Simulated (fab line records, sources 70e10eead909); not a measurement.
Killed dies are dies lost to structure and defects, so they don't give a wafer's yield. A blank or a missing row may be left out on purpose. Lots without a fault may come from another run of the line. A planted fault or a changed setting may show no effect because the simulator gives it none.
Chamber matching | flow nand_harc | NHARC_A_M0_DEP_32 on pecvd-03: 3 sister chambers
The step deposits SiCN, target thk 30 nm. 3 wafers are shown with their chamber, then 9 later ones without.

WAFERS WITH THEIR CHAMBER
wafer  | chamber | heater_power_w (W)
L086.1 | 2       | 571
L086.4 | 0       | 566
L086.5 | 1       | 522

WAFERS WITHOUT THEIR CHAMBER
wafer  | heater_power_w (W)
L087.2 | 637
L087.4 | 638
L087.5 | 547
L093.2 | 568
L093.3 | 628
L093.4 | 523
L091.1 | 625
L091.3 | 634
L091.4 | 699

WHICH CHAMBER EACH WENT THROUGH
wafer  | from the rows above          | in truth
L087.2 | can't be placed: 2 or 0 or 1 | 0
L087.4 | can't be placed: 2 or 0 or 1 | 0
L087.5 | can't be placed: 0 or 2 or 1 | 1
L093.2 | can't be placed: 0 or 2 or 1 | 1
L093.3 | can't be placed: 2 or 0 or 1 | 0
L093.4 | can't be placed: 1 or 0 or 2 | 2
L091.1 | can't be placed: 2 or 0 or 1 | 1
L091.3 | can't be placed: 2 or 0 or 1 | 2
L091.4 | can't be placed: 2 or 0 or 1 | 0
Placed correctly: 0 of 9. Can't be placed from these rows: 9 (the true chamber is among the candidates in 9). Placed wrongly: 0.
How it was worked out, from the rows above alone: a wafer's distance from a chamber is the root of the sum, over the readings, of the square of ((its reading less the chamber's mean) divided by the reading's scatter). The wafer belongs to the nearest chamber; if the next one is less than 2 further off, it can't be placed. A chamber's mean is the mean of its shown wafers. The scatter: with one shown wafer a chamber, the root of the mean of the squares of how far each hidden wafer lies from its nearest shown one.
